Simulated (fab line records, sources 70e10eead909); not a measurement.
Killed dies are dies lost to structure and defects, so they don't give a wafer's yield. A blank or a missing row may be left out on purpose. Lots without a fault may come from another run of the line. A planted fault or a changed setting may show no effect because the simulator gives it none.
fab line records | flow nand_harc
record lots=7 wafers=21 last_day=33
route steps=1302 shown P_M0@280 P_M1@285
lots that met no fault: from a run of the same line without faults
start_h: hours from the record's first day to the start of the lot's first wafer shown | wait_h: hours since the lot's step before | " the same as in the row above | L1.1+2: a row that stands for several wafers | - no value, or no start given | * or withheld: withheld | < > ~ a bound
route shown NAME@n: a module of which the file shows steps, and the number in the route of the first | usual: mean/standard deviation of fault-free wafers | same: alike in all rows | chamber/n: place in a boat | sites: the reading at each site | _std_site: their standard deviation | _edge_site: outer sites' mean less inner sites' | radius_mm: how far each site lies from the wafer's centre | mask NAME#n: copy n | behind: the tool/chamber that last shaped the wafer | hold: why the lot was held/for how many hours/how that ended | device: the transistor (n, p or np) that didn't switch | end of line: the same wafers' tests at the end of the route | a step without rows: its recipe alone | killed: dies lost to structure and defects at the first sort, not the wafer's yield | map: a wafer's dies, x killed, . not, _ none there
set.NAME: the setting as run; set.NAME@STEP: as run at that earlier step | model.NAME: the simulator's own value behind a step, which no gauge read
lots at some steps of the route; a table a step, a row a wafer
services: from which hour (start_h, from the record's first day; less than 0 if before it) a tool's chamber was out of use, for how many hours, and why
## steps
# step NHARC_P_M0_SRD_25
# step NHARC_P_M0_INSPECT_27
# usual raw_defect_count=243/89
# columns lot.wafer tool chamber start_h wait_h raw_defect_count
L250.3 defect_inspect-02 - 215.42 0.0 604
L250.4 " - " " 231
L250.5 " - " " 372
L252.1 defect_inspect-02 - 239.67 0.0 192
L252.3 " - " " 162
L252.5 " - " " 269
L253.1 defect_inspect-01 - 240.11 0.0 296
L253.2 " - " " 210
L253.5 " - " " 282
L254.2 defect_inspect-01 - 266.23 0.0 499
L254.5 " - " " 210
L254.6 " - " " 338
L255.2 defect_inspect-01 - 267.17 0.0 241
L255.5 " - " " 234
L255.6 " - " " 175
L262.2 defect_inspect-01 - 341.24 0.0 298
L262.3 " - " " 247
L262.6 " - " " 383
L263.1 defect_inspect-01 - 345.58 0.0 135
L263.5 " - " " 158
L263.6 " - " " 120
# step NHARC_P_M0_PRE_CLEAN_31
# recipe time_s=12 temp_c=370 rf_power_w=300 gas=NH3
# usual heater_power_w=643/98
# columns lot.wafer tool chamber start_h wait_h heater_power_w
L250.3 pecvd-02 0 215.49 0.1 709
L250.5 " 1 " " 627
L250.4 " 2 " " 686
L252.1 pecvd-03 1 239.73 0.1 592
L252.3 " 2 " " 712
L252.5 " 2 " " 717
L253.1 pecvd-03 2 240.18 0.1 803
L253.2 " 1 " " 591
L253.5 " 0 " " 611
L254.2 pecvd-04 1 266.33 0.1 796
L254.5 " 2 " " 479
L254.6 " 1 " " 778
L255.2 pecvd-02 2 267.24 0.1 682
L255.6 " 2 " " 661
L255.5 " 0 " " 689
L262.2 pecvd-04 0 341.32 0.1 686
L262.3 " 1 " " 824
L262.6 " 0 " " 675
L263.1 pecvd-02 1 345.65 0.1 606
L263.6 " 2 " " 601
L263.5 " 0 " " 694
# step NHARC_P_M0_DEP_32
# recipe target_thk_a=300 temp_c=370 target_thk_nm=30 pressure_torr=3 flow_sccm=200 rf_w=450 material=SiCN
# usual heater_power_w=590/100
# columns lot.wafer tool chamber start_h wait_h heater_power_w
L250.3 pecvd-02 0 215.57 0.1 660
L250.5 " 1 " " 637
L250.4 " 2 " " 597
L252.1 pecvd-03 1 239.81 0.1 559
L252.3 " 2 " " 732
L252.5 " 2 " " 727
L253.1 pecvd-03 2 240.26 0.1 757
L253.2 " 1 " " 545
L253.5 " 0 " " 497
L254.2 pecvd-04 1 266.47 0.1 808
L254.5 " 2 " " 470
L254.6 " 1 " " 807
L255.2 pecvd-02 2 267.32 0.1 641
L255.6 " 2 " " 659
L255.5 " 0 " " 643
L262.2 pecvd-04 0 341.43 0.1 549
L262.3 " 1 " " 730
L262.6 " 0 " " 554
L263.1 pecvd-02 1 345.73 0.1 634
L263.6 " 2 " " 632
L263.5 " 0 " " 572
# step NHARC_P_M1_DEP_00
# recipe target_thk_a=1825 target_thk_nm=182.5 temp_c=withheld pressure_torr=5 flow_sccm=200 rf_w=600 material=SiOC
# step NHARC_P_M1_DEHYDRATE_01
# recipe temp_c=150 time_s=120
# step NHARC_P_M1_HMDS_02
# recipe time_s=30
# step NHARC_P_M1_COAT_34
# recipe temp_c=200 time_s=65
# step NHARC_P_M1_COAT_03
# recipe spin_rpm=1500 resist_thk_nm=90
# step NHARC_P_M1_SOFTBAKE_04
# recipe temp_c=105 time_s=55
# step NHARC_P_M1_EBR_05
# step NHARC_P_M1_EXPOSE_06
# recipe na=1.35 target_cd_nm=130 dose_mj=81.88 mask_id=P_M1
# usual exposure_dose_mJ_cm2=81.89/0.082 focus_offset_nm=0.0/0.54 na=1.35/0
# columns lot.wafer tool chamber start_h wait_h mask exposure_dose_mJ_cm2 focus_offset_nm na
L250.3 arfi_scanner-01 0 216.56 - P_M1#0 81.94 0.4 1.35
L250.4 " 0 " " P_M1#0 81.83 1.0 1.35
L250.5 " 0 " " P_M1#0 81.87 0.4 1.35
L252.1 arfi_scanner-03 - 240.79 - P_M1#0 - - -
L252.3 " - " " P_M1#0 - - -
L252.5 " - " " P_M1#0 - - -
L253.1 arfi_scanner-01 - 241.37 - P_M1#0 - - -
L253.2 " - " " P_M1#0 - - -
L253.5 " - " " P_M1#0 - - -
L254.2 arfi_scanner-03 - 267.50 - P_M1#0 - - -
L254.5 " - " " P_M1#0 - - -
L254.6 " - " " P_M1#0 - - -
L255.2 arfi_scanner-01 0 268.43 - P_M1#0 81.76 -0.2 1.35
L255.5 " 0 " " P_M1#0 81.80 -0.6 1.35
L255.6 " 0 " " P_M1#0 81.86 -0.7 1.35
L262.2 arfi_scanner-03 0 342.38 - P_M1#0 81.93 0.2 1.35
L262.3 " 0 " " P_M1#0 81.87 -0.4 1.35
L262.6 " 0 " " P_M1#0 81.94 -0.1 1.35
L263.1 arfi_scanner-02 0 346.98 - P_M1#0 81.91 0.4 1.35
L263.5 " 0 " " P_M1#0 81.96 -0.2 1.35
L263.6 " 0 " " P_M1#0 81.92 -0.1 1.35
# step NHARC_P_M1_PEB_07
# recipe peb_temp_c=100 peb_time_s=65
## services
# columns tool chamber start_h hours kind
arfi_scanner-03 - 196.00 4.0 pm
pecvd-03 0 198.00 - clean
pecvd-03 1 198.00 - clean
pecvd-03 2 198.00 - clean
pecvd-04 1 201.15 4.2 repair
pecvd-03 - 202.06 16.3 repair
arfi_scanner-03 - 204.48 0.5 repair
pecvd-02 - 216.88 3.2 repair
pecvd-02 - 227.20 13.0 pm
pecvd-02 0 227.20 13.0 vent_cycle
pecvd-02 1 227.20 13.0 vent_cycle
pecvd-02 2 227.20 13.0 vent_cycle
pecvd-03 - 229.37 0.2 repair
arfi_scanner-02 - 234.86 27.8 repair
pecvd-02 0 240.20 - clean
pecvd-02 1 240.20 - clean
pecvd-02 2 240.20 - clean
arfi_scanner-03 - 242.85 0.8 repair
arfi_scanner-01 - 252.00 4.0 pm
pecvd-04 - 269.26 13.0 pm
arfi_scanner-03 - 299.28 1.4 repair
arfi_scanner-02 - 305.31 17.5 repair
arfi_scanner-02 - 322.82 4.0 pm
pecvd-03 1 330.31 16.2 repair
## key
first_sign step=NHARC_P_M1_EXPOSE_06 reading=tool_record direction=missing
effect none on later readings
met_at NHARC_P_M1_EXPOSE_06
struck_wafers L252.1,L252.3,L252.5,L253.1,L253.2,L253.5,L254.2,L254.5,L254.6
later_rows_left_out L252.1,L252.3,L252.5,L253.1,L253.2,L253.5,L254.2,L254.5,L254.6
sort_left_out L252.1,L252.3,L252.5,L253.1,L253.2,L253.5,L254.2,L254.5,L254.6
onset_between 216.56 240.79
fault kind=skipped_step_whole tool=arfi_scanner-01,arfi_scanner-03 chamber=- onset_h=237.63 steps=NHARC_P_M1_EXPOSE_06 scope=struck_lots_only
# sort_left_out: the simulated sort isn't trusted on such a fault, so these wafers' sort isn't shown, and their yield isn't known
# later_rows_left_out: the simulator's readings of these wafers behind a module that went badly wrong aren't trusted and aren't shown, but for the sort
